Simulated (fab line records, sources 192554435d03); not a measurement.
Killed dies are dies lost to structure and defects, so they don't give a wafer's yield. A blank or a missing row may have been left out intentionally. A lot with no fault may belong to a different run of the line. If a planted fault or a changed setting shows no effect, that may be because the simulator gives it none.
Split-lot trial + flow n5-finfet + 21 wafers read from 7 lots, route of 1938 steps

== SPLIT DETAILS ==
At N5_BEOL_M14_SPUTTER_43 (material TaN, target thk 15 nm, time 24.19 s), the setting time-s was moved away from the recipe's 24.19 s on 8 of the 21 wafers read, by +4.3% to +14.2%. All remaining wafers had this setting at the recipe value.

The reading comes from the split's own step.

== THE READING ==
TaN_of_BEOL_M14_SPUTTER_43.thk-nm (the simulator's own value, which no gauge read), in nm, at N5_BEOL_M14_SPUTTER_43 (material TaN, target thk 15 nm, time 24.19 s). There is no usual value for it anywhere in the file. Across the 13 wafers here that went through the recipe, the average is 15.0 nm and the standard deviation 0.16 nm.

| wafer  | tool, chamber at the split | time-s as run, s | against the recipe | TaN_of_BEOL_M14_SPUTTER_43.thk-nm, nm | against lot-mates on the recipe |
|--------|----------------------------|------------------|--------------------|---------------------------------------|---------------------------------|
| L074.3 | pvd-sputter-01, -          | 27.62            | +14.2%             | 17.2                                  | +2.0                            |
| L074.4 | pvd-sputter-01, -          | 27.62            | +14.2%             | 17.2                                  | +2.0                            |
| L074.5 | pvd-sputter-01, -          | 24.19            | recipe             | 15.2                                  | -                               |
| L080.1 | pvd-sputter-01, -          | 24.19            | recipe             | 15                                    | -                               |
| L080.2 | pvd-sputter-01, -          | 24.19            | recipe             | 15                                    | -                               |
| L080.3 | pvd-sputter-01, -          | 24.19            | recipe             | 15.2                                  | -                               |
| L083.1 | pvd-sputter-01, -          | 24.19            | recipe             | 14.8                                  | -                               |
| L083.4 | pvd-sputter-01, -          | 24.19            | recipe             | 14.8                                  | -                               |
| L083.6 | pvd-sputter-01, -          | 24.19            | recipe             | 14.8                                  | -                               |
| L087.2 | pvd-sputter-03, -          | 25.23            | +4.3%              | 15.8                                  | +0.7                            |
| L087.4 | pvd-sputter-03, -          | 24.19            | recipe             | 15.2                                  | -                               |
| L087.6 | pvd-sputter-03, -          | 24.19            | recipe             | 15                                    | -                               |
| L090.3 | pvd-sputter-02, -          | 26.8             | +10.8%             | 16.6                                  | +1.7                            |
| L090.4 | pvd-sputter-02, -          | 24.19            | recipe             | 15                                    | -                               |
| L090.6 | pvd-sputter-02, -          | 24.19            | recipe             | 14.8                                  | -                               |
| L091.1 | pvd-sputter-02, -          | 26.1             | +7.9%              | 16.4                                  | +1.2                            |
| L091.5 | pvd-sputter-02, -          | 26.1             | +7.9%              | 16.4                                  | +1.2                            |
| L091.6 | pvd-sputter-02, -          | 24.19            | recipe             | 15.2                                  | -                               |
| L094.1 | pvd-sputter-03, -          | 27.17            | +12.3%             | 16.8                                  | +1.8                            |
| L094.3 | pvd-sputter-03, -          | 24.19            | recipe             | 15                                    | -                               |
| L094.4 | pvd-sputter-03, -          | 27.17            | +12.3%             | 17                                    | +2.0                            |

THE FIT
A straight line over all 21 wafers: TaN_of_BEOL_M14_SPUTTER_43.thk-nm changes by +0.156 nm for each +1% of time-s; r = +0.99; the points scatter about the line by 0.15 nm.
The same after taking each lot's own level away (the mean of its wafers on the recipe; 21 wafers): +0.148 nm for each +1%; r = +1.00; scatter 0.084 nm.
Per that fit: largest time-s move, reading shift of 2.1 nm.
Measured against the standard deviation above, the lots' own levels, which go from 14.80 to 15.20 nm, span 2.5 times it.
So the lot-to-lot level changes the slope little: the two slopes agree.
Check: with one of the wafers moved furthest among these (+14.2%) left out of the fit, the line predicts +2.14 nm for it against its lot-mates. Against them it came out at +2 nm.

== OTHER SPLITS APPLIED TO THESE WAFERS ==
Before the reading, these wafers also passed through other splits. Each is held against what the fit with the lots' levels taken away leaves over:
| other split on the same wafers    | wafers away from the commonest value | r with TaN_of_BEOL_M14_SPUTTER_43.thk-nm (lot level and that fit taken away) |
|-----------------------------------|--------------------------------------|------------------------------------------------------------------------------|
| N5_BEOL_M10_COAT_05 spin-rpm      | 8                                    | +0.20                                                                        |
| N5_BEOL_M11_COAT_05 spin-rpm      | 9                                    | -0.33                                                                        |
| N5_BEOL_M12_CMP_49 down-force-psi | 7                                    | -0.17                                                                        |
| N5_BEOL_M13_EXPOSE_07 dose-mj     | 4                                    | -0.45                                                                        |
| N5_BEOL_M13_TRENCH_ETCH_34 time-s | 7                                    | -0.07                                                                        |

== FILE'S OWN FIT ==
TaN_of_BEOL_M14_SPUTTER_43.thk-nm changes by +0.15 nm for each +1% of time-s, r = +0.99.
